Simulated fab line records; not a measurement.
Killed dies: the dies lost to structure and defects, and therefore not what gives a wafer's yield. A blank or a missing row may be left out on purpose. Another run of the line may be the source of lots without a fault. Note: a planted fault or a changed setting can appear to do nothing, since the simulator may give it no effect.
Chamber matching -- flow n5_finfet -- rie_diel-05 running N5_BEOL_M9_STRIP_36: 4 sister chambers
The step strips in N2/H2. 8 wafers are shown with their chamber, then 7 later ones without.

EACH WAFER AND ITS CHAMBER
wafer,chamber,showerhead_plenum_p_Torr (Torr),throttle_valve_pct (%)
L815.5,3,2.46,23.28
L818.1,1,2.68,23.61
L818.4,0,2.68,23.43
L818.6,3,2.46,23.29
L816.4,0,2.68,23.41
L816.6,2,2.69,23.69
L825.2,1,2.67,23.64
L825.5,2,2.68,23.70

WAFERS WITHOUT THEIR CHAMBER
wafer,showerhead_plenum_p_Torr (Torr),throttle_valve_pct (%)
L825.6,2.67,23.63
L831.3,2.67,23.64
L831.4,2.68,23.72
L831.6,2.67,23.47
L833.3,2.67,23.45
L833.5,2.67,23.73
L833.6,2.44,23.34

EACH ONE'S CHAMBER
wafer,from the rows above,in truth
L825.6,1,1
L831.3,1,1
L831.4,2,2
L831.6,0,0
L833.3,0,0
L833.5,2,2
L833.6,3,3
7 of 7 placed correctly. From these rows, 0 cannot be placed. Number placed wrongly: 0.
How it was worked out, from the rows above alone: a wafer's distance from a chamber is the root of the sum, over the readings, of the square of ((its reading less the chamber's mean) divided by the reading's scatter). If the next closest chamber is less than 2 further off than the closest, the wafer can't be placed; otherwise it belongs to the closest. Each chamber's mean is taken over the wafers shown for it. The scatter: take each reading less its chamber's mean, square it, sum over the shown wafers, divide by the number of wafers less the number of chambers, and take the root.
